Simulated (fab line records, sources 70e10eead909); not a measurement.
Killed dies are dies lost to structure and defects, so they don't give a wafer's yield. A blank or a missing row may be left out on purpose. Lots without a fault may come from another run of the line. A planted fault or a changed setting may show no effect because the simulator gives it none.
Chamber matching | flow nand_harc | NHARC_A_CHANNEL_FILL_D1_ETCHBACK_19 on rie_si-06: 4 sister chambers
The step etches the open film in HBr/Cl2, target depth 5 nm, time 1.7 s. 8 wafers are shown with their chamber, then 11 later ones without.

WAFERS WITH THEIR CHAMBER
wafer  | chamber | drypump_motor_current_A (A) | oes_product_au (a.u.)
L080.5 | 0       | 5.8                         | 0.998
L084.2 | 3       | 5.8                         | 1.003
L084.3 | 1       | 5.8                         | 0.980
L084.5 | 2       | 5.6                         | 1.022
L088.1 | 2       | 5.6                         | 1.028
L088.5 | 3       | 5.7                         | 0.982
L088.6 | 0       | 5.8                         | 0.994
L091.1 | 1       | 5.8                         | 0.986

WAFERS WITHOUT THEIR CHAMBER
wafer  | drypump_motor_current_A (A) | oes_product_au (a.u.)
L091.3 | 5.6                         | 1.024
L091.4 | 5.8                         | 1.010
L092.2 | 5.8                         | 1.001
L092.4 | 5.8                         | 0.984
L092.5 | 5.8                         | 1.005
L096.1 | 5.8                         | 0.981
L096.3 | 5.8                         | 1.027
L096.4 | 5.6                         | 1.032
L097.2 | 5.6                         | 1.025
L097.3 | 5.8                         | 0.989
L097.6 | 5.7                         | 1.002

WHICH CHAMBER EACH WENT THROUGH
wafer  | from the rows above               | in truth
L091.3 | 2                                 | 2
L091.4 | can't be placed: 0 or 3 or 1      | 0
L092.2 | can't be placed: 0 or 3 or 1      | 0
L092.4 | can't be placed: 1 or 0 or 3      | 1
L092.5 | can't be placed: 0 or 3 or 1      | 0
L096.1 | can't be placed: 1 or 0 or 3      | 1
L096.3 | can't be placed: 0 or 3 or 1 or 2 | 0
L096.4 | 2                                 | 2
L097.2 | 2                                 | 2
L097.3 | can't be placed: 1 or 0 or 3      | 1
L097.6 | can't be placed: 3 or 0 or 1      | 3
Placed correctly: 3 of 11. Can't be placed from these rows: 8 (the true chamber is among the candidates in 8). Placed wrongly: 0.
How it was worked out, from the rows above alone: a wafer's distance from a chamber is the root of the sum, over the readings, of the square of ((its reading less the chamber's mean) divided by the reading's scatter). The wafer belongs to the nearest chamber; if the next one is less than 2 further off, it can't be placed. A chamber's mean is the mean of its shown wafers. The scatter: the root of (the sum of the squares of (reading less its chamber's mean) over the shown wafers, divided by (wafers less chambers)).
